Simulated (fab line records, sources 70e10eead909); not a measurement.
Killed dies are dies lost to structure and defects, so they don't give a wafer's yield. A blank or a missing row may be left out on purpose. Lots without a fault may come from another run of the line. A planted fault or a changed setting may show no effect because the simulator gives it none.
A struck lot beside a sound one | flow nand_harc | 16 steps out of a route of 1302
Sound: wafers L713.2, L713.4, L713.6. Struck: wafers L724.1, L724.2. The cause comes at the end.
At each step with rows: each side's tool, then ch and its chambers, then its first start. Under that, the readings that differ: sound wafers | struck wafers | difference of the means | sigmas: that difference in standard deviations of wafers without a fault.
alike: readings whose means differ by less than 2 such deviations, and words and numbers that are the same on both sides. not compared: withheld readings, readings that some wafer has no value for, bounds like >300 that may hide the same value, and numbers for which the record gives no deviation and whose values overlap.
The two part at a step that has a row with sigmas, a row that says differs or no value, or rows on one side only. Numbers that don't overlap but have no deviation are shown without sigmas and don't part them. A reading that every wafer of one side lacks parts them only if that side has two wafers or more.

NHARC_A_M1_ETCH_35: etches the open film in N2/H2, target depth 40 nm, overetch 12 nm, time 43.94 s.
  sound on rie_diel-01 ch 2,3, day 23 09:13; struck on rie_diel-05 ch 1,2, day 27 13:43
  alike: drypump_motor_current_A, oes_product_au, rf_fwd_power_W, rf_vpp_V, showerhead_plenum_p_Torr, throttle_valve_pct
  not compared: rf_hours_counter_h
then, 1 step without rows for these wafers: NHARC_A_M1_ETCH_15 (etches the open film in C4F8/Ar, target depth 182.5 nm, time 91.2 s).
NHARC_A_M1_CD_MEAS_16:
  sound on cd_sem-03, day 23 09:26; struck on cd_sem-01, day 27 13:56
  alike: cd_nm
then, 1 step without rows for these wafers: NHARC_A_M1_STRIP_18 (strips in N2/H2).
NHARC_A_M1_ETCH_28: etches the open film in CF4/N2, target depth 30 nm, time 72.99 s.
  sound on rie_diel-05 ch 1,2,3; struck on rie_diel-01 ch 2,3
  alike: drypump_motor_current_A, oes_product_au, rf_fwd_power_W, rf_vpp_V, showerhead_plenum_p_Torr, throttle_valve_pct
  not compared: rf_hours_counter_h
then, 2 steps without rows for these wafers: NHARC_A_M1_STRIP_19 (strips in post etch residue remover, time 600 s); NHARC_A_M1_DEGAS_29 (time 60 s).
NHARC_A_M1_PRE_CLEAN_30: time 30 s.
  sound on pvd_sputter-03; struck on pvd_sputter-01
  alike: heater_power_w
NHARC_A_M1_PVD_20: deposits TaN, target thk 5 nm, time 8.06 s.
  sound on pvd_sputter-03; struck on pvd_sputter-01
  alike: bias_v, throttle_valve_pct
then, 2 steps without rows for these wafers: NHARC_A_M1_PVD_21 (deposits Cu, target thk 30 nm, time 20.49 s); NHARC_A_M1_ECD_22 (material Cu, target thk 400 nm).
NHARC_A_M1_ANNEAL_31: time 90 s.
  sound on rtp_anneal-02 ch 0, day 23 11:22; struck on rtp_anneal-01 ch 0, day 27 15:28
  reading           | sound             | struck      | difference | sigmas
  anneal_temp_c_max | 227.4 227.2 226.8 | 226.6 226.4 | -0.6       | -2
  alike: wafer_temp_C_max
NHARC_A_M1_CMP_23: polishes, t overpolish 20 s, target thk 154.34 nm.
  sound on cmp-02 ch 0,1,3, day 23 11:41; struck on cmp-02 ch 1,2, day 27 15:52
  reading                | sound          | struck    | difference | sigmas
  time_to_endpoint_s (s) | 30.7 28.5 28.8 | 17.9 11.7 | -14.5      | -6
  alike: motor_current_A, retaining_ring_pressure_frac
NHARC_A_M1_THK_MEAS_24: measures by xrf.
  sound on film_metro-01, day 23 11:58; struck on film_metro-01, day 27 16:08
  reading     | sound             | struck      | difference | sigmas
  thk_nm (nm) | 151.0 153.2 153.9 | 147.2 146.3 | -5.9       | -4
then, 1 step without rows for these wafers: NHARC_A_M1_SRD_25.
NHARC_END_SORT_01:
  sound on prober-02 ch 0, day 24 21:25; struck on prober-02 ch 0, day 29 03:20
  alike: defect_limited_yield, killed_at_array, killed_at_other, killed_at_periphery, killed_dies, killed_open, killed_short

WHERE THEY PART
First at NHARC_A_M1_ANNEAL_31; last, within this record, at NHARC_A_M1_THK_MEAS_24. Later steps at which nothing parts them and some readings are alike: NHARC_END_SORT_01.

WHY: what the simulator had put in
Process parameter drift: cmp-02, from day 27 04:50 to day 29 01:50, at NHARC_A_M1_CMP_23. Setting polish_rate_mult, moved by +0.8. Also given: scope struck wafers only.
